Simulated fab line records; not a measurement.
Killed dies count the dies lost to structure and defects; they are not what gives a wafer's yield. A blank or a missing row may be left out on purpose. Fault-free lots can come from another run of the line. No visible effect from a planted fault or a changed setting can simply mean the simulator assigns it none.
A lot that was struck, set against a sound lot | flow n5-finfet | 16 out of 1938 route steps
Sound: these wafers, L358.2, L358.3, L358.6. Struck: wafers L361.1, L361.2, L361.4. At the end, the cause is stated.
For every step that has rows: the tool of each side, followed by ch and its chambers, followed by its first start. Under that, the readings that differ: sound wafers | struck wafers | difference of the means | sigmas: that difference in standard deviations of wafers without a fault.
alike: readings whose means differ by less than 2 such deviations, and words and numbers that are the same on both sides. not compared: withheld readings, readings that some wafer has no value for, bounds like >300 that may hide the same value, and numbers for which the record gives no deviation and whose values overlap.
The two part at a step that has a row with sigmas, a row that says differs or no value, or rows on one side only. Numbers that have no deviation but don't overlap get no sigmas and don't part them. A reading that every wafer of one side lacks parts them only if that side has two wafers or more.

first, 7 steps without rows for these wafers: N5_MOL_CONTACT_COAG_COAT_58 (time 60 s, resist thk 10 nm); N5_MOL_CONTACT_COAG_COAT_02 (resist thk 30 nm); N5_MOL_CONTACT_COAG_EBR_04; N5_MOL_CONTACT_COAG_SOFTBAKE_03 (time 60 s); N5_MOL_CONTACT_COAG_EXPOSE_05 (exposes mask CA, defocus 0 nm); N5_MOL_CONTACT_COAG_PEB_06 (peb time 60 s); N5_MOL_CONTACT_COAG_DEVELOP_07 (develop time 30 s).
N5_MOL_CONTACT_COAG_CD_MEAS_08: target cd 28 nm.
  sound on cd-sem-01 ch 0, day 5 20:15; struck on cd-sem-02 ch 0, day 6 17:50
  alike: cd-nm
N5_MOL_CONTACT_COAG_OVL_MEAS_09:
  sound on overlay-02 ch 0, day 5 20:17; struck on overlay-02 ch 0, day 6 17:52
  alike: CA_OVL
N5_MOL_CONTACT_COAG_INSPECT_10: inspects for defects (brightfield).
  sound: defect-inspect-02 at day 5 20:20; struck: defect-inspect-01 at day 6 17:55
  alike: raw-defect-count
N5_MOL_CONTACT_COAG_DESCUM_13: chemistry O2, time 7 s.
  sound on rie-diel-02 ch 0,1,3, day 5 20:36; struck on rie-diel-02 ch 0,1,3, day 6 17:57
  alike: drypump-motor-current-A, o2-flow-sccm, oes-product-au, rf-vpp-V, showerhead-plenum-p-Torr, throttle-valve-pct
  not compared: rf-hours-counter-h
N5_MOL_CONTACT_COAG_ETCH_59: etches underlayer in N2/H2, target depth 13 nm, time 10.4 s.
  sound on rie-diel-02 ch 0,1,3, day 5 20:38; struck on rie-diel-02 ch 0,1,3, day 6 17:59
  alike: bias-w, drypump-motor-current-A, etch-rf-on-time-s, oes-product-au, rf-vpp-V, showerhead-plenum-p-Torr, throttle-valve-pct
  not compared: rf-hours-counter-h
N5_MOL_CONTACT_COAG_ETCH_105: etches SiARC in CF4, target depth 15.6 nm, time 26 s.
  sound on rie-diel-02 ch 0,1,3, day 5 20:39; struck on rie-diel-02 ch 0,1,3, day 6 18:01
  reading               | sound             | struck            | difference | sigmas
  bias-w (W)            | 35.95 35.98 35.87 | 46.21 46.25 46.27 | +10.31     | +94
  etch-rf-on-time-s (s) | 26.5 25.1 27.0    | 25.1 24.9 23.3    | -1.8       | -2
  rf-vpp-V (V)          | 184.0 183.5 183.1 | 214.1 215.8 215.0 | +31.4      | +26
  alike: drypump-motor-current-A, oes-product-au, showerhead-plenum-p-Torr, throttle-valve-pct
  not compared: rf-hours-counter-h
N5_MOL_CONTACT_COAG_ETCH_106: etches SOC in N2/H2, target depth 80 nm, overetch 16 nm, time 120 s.
  sound on rie-diel-02 ch 0,1,3, day 5 20:41; struck on rie-diel-02 ch 0,1,3, day 6 18:02
  alike: bias-w, drypump-motor-current-A, oes-product-au, rf-vpp-V, showerhead-plenum-p-Torr, throttle-valve-pct
  not compared: rf-hours-counter-h
-- record jumps: 4 days separate the struck wafers' starts on either side; left off in module MOL_CONTACT_COAG, taken up again in module BEOL_M4, whose first shown step is the route's number 1111 --
N5_BEOL_M4_RC_MEAS_101:
  sound on prober-02 ch 0, day 10 07:04; struck on prober-01 ch 0, day 10 22:28
  alike: DIBL_N, DIBL_P, IOFF_N, IOFF_P, ION_N, ION_P, SS_N, SS_P, VT_N, VT_P
after that, 1 step had no rows for these wafers: N5_PASSIVATION_PROBE_49.

WHERE THEY PART
Within this record, at N5_MOL_CONTACT_COAG_ETCH_105 only. Later steps at which nothing parts them and some readings are alike: N5_MOL_CONTACT_COAG_ETCH_106, N5_BEOL_M4_RC_MEAS_101.

WHY: the cause the simulator had injected
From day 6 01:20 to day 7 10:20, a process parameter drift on rie-diel-02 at N5_MOL_CONTACT_COAG_ETCH_105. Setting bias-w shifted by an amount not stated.
